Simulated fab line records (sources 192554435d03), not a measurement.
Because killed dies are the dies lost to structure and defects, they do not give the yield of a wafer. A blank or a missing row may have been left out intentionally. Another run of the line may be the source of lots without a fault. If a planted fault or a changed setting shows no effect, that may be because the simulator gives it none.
Which tool was responsible? || flow n5-finfet || Sampling: 7 lots, 18 wafers, 2 of 1938 route steps

WHAT THE GAUGES READ, wafer by wafer
N5_BEOL_M7_THK_MEAS_53: measures by xrf.
{"lot": "L623", "measured": "day 10 04:50", "on": "film-metro-01", "M7_THK (nm)": "76.9 77.5 75.8"}
{"lot": "L624", "measured": "day 10 17:53", "on": "film-metro-02", "M7_THK (nm)": "80.2 78.2"}
{"lot": "L627", "measured": "day 11 03:30", "on": "film-metro-01", "M7_THK (nm)": "80.0 77.7"}
{"lot": "L630", "measured": "day 12 12:17", "on": "film-metro-01", "M7_THK (nm)": "78.9 83.5"}
{"lot": "L633", "measured": "day 12 16:32", "on": "film-metro-02", "M7_THK (nm)": "82.4 75.7 78.8"}
{"lot": "L643", "measured": "day 15 11:17", "on": "film-metro-01", "M7_THK (nm)": "79.0 84.0 78.9"}
{"lot": "L642", "measured": "day 16 08:19", "on": "film-metro-01", "M7_THK (nm)": "81.9 77.6 83.0"}

EACH LOT AND THE TOOL THAT RAN IT (in order: tool; ch and the chambers of the sampled wafers; start)
{"lot": "L623", "N5_BEOL_M7_ALD_77": "ald-metal-04 ch 1,3, day 10 01:37"}
{"lot": "L624", "N5_BEOL_M7_ALD_77": "ald-metal-01 ch 1,2, day 10 16:32"}
{"lot": "L627", "N5_BEOL_M7_ALD_77": "ald-metal-01 ch 0,1, day 11 00:46"}
{"lot": "L630", "N5_BEOL_M7_ALD_77": "ald-metal-03 ch 0,2, day 12 10:45"}
{"lot": "L633", "N5_BEOL_M7_ALD_77": "ald-metal-04 ch 1,2,3, day 12 15:08"}
{"lot": "L643", "N5_BEOL_M7_ALD_77": "ald-metal-04 ch 1,3, day 15 08:43"}
{"lot": "L642", "N5_BEOL_M7_ALD_77": "ald-metal-01 ch 1,3, day 16 06:01"}
- N5_BEOL_M7_ALD_77: deposits TaN, target thk 2 nm, pulse time 2 s, purge time 3 s.

THE ANSWER, worked out from the rows above alone
Rule: what is usual is taken from the lots themselves. Put in order of their means at a reading, lots are off if they are a third of the lots or fewer, leave a main group of 4 or more, and stand apart from it by a gap of 3 or more times the standard deviation of the main group's means; of several such gaps the widest counts. A main group whose means are all the same, to the digits that the tables above print for the reading, isn't used. A lot without any number at a reading at which 4 lots or more have one is off too. The other lots that the step has rows for count as sound.
Nothing can be told from this: no lot is off at any reading shown.

WHAT THE SIMULATOR PUT IN
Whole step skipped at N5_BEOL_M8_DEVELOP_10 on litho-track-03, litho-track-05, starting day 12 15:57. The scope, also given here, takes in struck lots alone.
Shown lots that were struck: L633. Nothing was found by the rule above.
